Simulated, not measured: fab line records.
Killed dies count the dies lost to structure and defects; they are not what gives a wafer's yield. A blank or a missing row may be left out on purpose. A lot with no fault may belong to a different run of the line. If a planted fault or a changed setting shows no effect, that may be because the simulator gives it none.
Matching of chambers	flow nand-harc	pecvd-03 running NHARC_A_BONDPAD_DEP_00: 3 sister chambers
The step deposits SiCN, target thk 250 nm. 6 wafers are shown with their chamber, then 6 later ones without.

== WAFERS PAIRED WITH THEIR CHAMBERS ==
wafer	chamber	heater-power-w (W)
L706.1	0	410
L706.4	0	434
L708.4	2	464
L708.5	1	677
L712.2	1	636
L712.3	2	457

== WAFERS WITH NO CHAMBER GIVEN ==
wafer	heater-power-w (W)
L712.6	524
L713.3	432
L713.6	666
L718.3	464
L718.4	674
L718.6	474

== WHICH CHAMBER EACH WENT THROUGH ==
wafer	from the rows above	in truth
L712.6	can't be placed: 2 or 0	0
L713.3	can't be placed: 0 or 2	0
L713.6	1	1
L718.3	can't be placed: 2 or 0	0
L718.4	1	1
L718.6	can't be placed: 2 or 0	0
Correctly placed: 2 of 6. Unplaceable from these rows: 4, with the true chamber sitting among the candidates in 4. Number placed wrongly: 0.
How it was worked out, from the rows above alone: a wafer's distance from a chamber is the root of the sum, over the readings, of the square of ((its reading less the chamber's mean) divided by the reading's scatter). The wafer belongs to the nearest chamber; if the next one is less than 2 further off, it can't be placed. A chamber's mean is the mean of its shown wafers. How the scatter is found: for the shown wafers, subtract from each reading the mean of its chamber, square and add these, divide the total by (wafers less chambers), then take the root.
